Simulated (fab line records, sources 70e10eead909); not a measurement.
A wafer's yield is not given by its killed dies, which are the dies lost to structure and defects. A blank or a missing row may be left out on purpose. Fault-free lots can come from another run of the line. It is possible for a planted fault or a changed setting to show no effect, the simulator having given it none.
Problem report, 8D (eight disciplines) form, completed by code / flow nand-harc / the parts of the form that need people (team, actions taken, sign-off) are left out

## 1. WHAT WENT WRONG
thk-nm at NHARC_A_ONON_D1_THK_MEAS_18 reads a mean of 1618 nm on 6 wafers of 2 lots; wafers without a fault read 996 nm with a standard deviation of 8.7. Relative to the usual mean, that is a shift of +71 standard deviations.
The step: measures by ellipsometry.
Seen first at day 15 19:19 on film-metro-01, wafer L918.4. The record holds 39 wafers of 13 lots with a number at this step. By rule, "out" or "out of limits" means more than 4 standard deviations away from the usual mean. The other wafers with a number count as sound.

## 2. WHAT IT IS AND WHAT IT IS NOT
question=which readings at this step | is=thk-nm | is not=-
question=which lots | is=L918, L920 | is not=L900, L901, L902, L903, L904, L905, L907, L908, L911, L914, L923
question=which wafers of those lots | is=all that have a number | is not=-
question=read on which gauges | is=film-metro-01 | is not=film-metro-02
question=when | is=from day 15 19:19 | is not=up to then (30 sound wafers); but 3 sound wafers of L923 came after

## 3. WHAT RULES OUT EACH SUSPECT
Counting: a tool stays on the suspect list if, at a process step up to the reading, it processed all lots that are out and no sound lot following the first of them.
- the gauge at NHARC_A_ONON_D1_THK_MEAS_18: kept. All the wafers that are out were read on film-metro-01, and no step on other tools shows them out.
- rie-diel-03 at NHARC_P_BONDPAD_ACTIVATE_29 (chemistry N2, time 60 s): kept. Every lot that is out went through it, starting with L918 (day 14 10:41), and after that it ran no sound lot; the last sound lot it ran before then is L911 (day 11 08:46).
- pecvd-onon-01 at NHARC_A_ONON_D1_DEP_16 (target thk 1000 nm): kept. Every lot that is out went through it, starting with L918 (day 15 18:59), and after that it ran no sound lot; the last sound lot it ran before then is L911 (day 12 21:24).
After the count, these remain: rie-diel-03 at NHARC_P_BONDPAD_ACTIVATE_29, pecvd-onon-01 at NHARC_A_ONON_D1_DEP_16 and film-metro-01 at NHARC_A_ONON_D1_THK_MEAS_18.

## 4. THE CAUSE (what the simulator had put in)
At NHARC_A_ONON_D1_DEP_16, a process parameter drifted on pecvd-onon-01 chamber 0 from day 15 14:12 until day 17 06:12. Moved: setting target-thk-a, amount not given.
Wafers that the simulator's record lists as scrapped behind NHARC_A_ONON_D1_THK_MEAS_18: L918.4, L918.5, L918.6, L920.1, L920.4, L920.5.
This tool is one of the 3 suspects left after counting.

## 5. THE CHAIN OF EFFECTS, in route order
Rows list readings where the struck wafers' mean (over those with a number) sits beyond 3 standard deviations from the usual. Scope: only readings with a usual standard deviation given in the record; hours: median across lots of the time from each lot's start at the first step in this table that gives one to its start at this step; sigmas: change in usual standard deviations.
hours=0; step=NHARC_A_ONON_D1_THK_MEAS_18; reading=thk-nm; usual=996 nm; on struck wafers=1618; change=+622; sigmas=+71

## 6. WHAT WOULD HAVE CAUGHT IT SOONER
Counted from the fault's start at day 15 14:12, it took 5 hours until the first out-of-limits reading at a measuring or inspecting step in this record, taken at day 15 19:19.
Of the lots that are out (2), L920 began NHARC_A_ONON_D1_DEP_16 on pecvd-onon-01 after day 15 19:19. It would have been spared by a hold on the tool at that moment.
